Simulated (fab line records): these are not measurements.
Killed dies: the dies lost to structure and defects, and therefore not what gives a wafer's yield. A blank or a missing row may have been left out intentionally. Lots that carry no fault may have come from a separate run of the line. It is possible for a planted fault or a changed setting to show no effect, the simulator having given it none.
Matching of chambers / flow nand-harc / ald-hk-04 running NHARC_A_STAIRCASE_ALD_420: 4 sister chambers
The step deposits SiO2, target thk 20 nm, pulse time 6 s, ald cycles 200. 4 wafers are shown with their chamber, then 12 later ones without.

== WAFERS, EACH WITH ITS CHAMBER ==
wafer=L092.3; chamber=2; heater-power-w (W)=511
wafer=L092.2; chamber=1; heater-power-w (W)=553
wafer=L096.1; chamber=3; heater-power-w (W)=519
wafer=L096.6; chamber=0; heater-power-w (W)=481

== WAFERS MISSING THEIR CHAMBER ==
wafer=L096.2; heater-power-w (W)=521
wafer=L096.3; heater-power-w (W)=550
wafer=L096.5; heater-power-w (W)=534
wafer=L095.3; heater-power-w (W)=482
wafer=L095.5; heater-power-w (W)=555
wafer=L095.6; heater-power-w (W)=457
wafer=L097.1; heater-power-w (W)=516
wafer=L097.2; heater-power-w (W)=556
wafer=L097.6; heater-power-w (W)=555
wafer=L097.3; heater-power-w (W)=533
wafer=L097.4; heater-power-w (W)=469
wafer=L097.5; heater-power-w (W)=512

== WHICH CHAMBER EACH WENT THROUGH ==
wafer=L096.2; from the rows above=can't be placed: 3 or 2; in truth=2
wafer=L096.3; from the rows above=1; in truth=1
wafer=L096.5; from the rows above=can't be placed: 3 or 1 or 2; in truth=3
wafer=L095.3; from the rows above=0; in truth=0
wafer=L095.5; from the rows above=1; in truth=1
wafer=L095.6; from the rows above=0; in truth=0
wafer=L097.1; from the rows above=can't be placed: 3 or 2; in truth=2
wafer=L097.2; from the rows above=1; in truth=1
wafer=L097.6; from the rows above=1; in truth=1
wafer=L097.3; from the rows above=can't be placed: 3 or 1 or 2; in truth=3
wafer=L097.4; from the rows above=0; in truth=0
wafer=L097.5; from the rows above=can't be placed: 2 or 3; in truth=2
Placed correctly: 7 of 12. Unplaceable from these rows: 5, with the true chamber sitting among the candidates in 5. Placed wrongly: 0.
How it was worked out, from the rows above alone: a wafer's distance from a chamber is the root of the sum, over the readings, of the square of ((its reading less the chamber's mean) divided by the reading's scatter). If the next closest chamber is less than 2 further off than the closest, the wafer can't be placed; otherwise it belongs to the closest. The mean given for a chamber averages the wafers shown for that chamber. The scatter (one wafer shown for each chamber): square how far every hidden wafer sits from the nearest shown wafer, average those squares and take the square root.
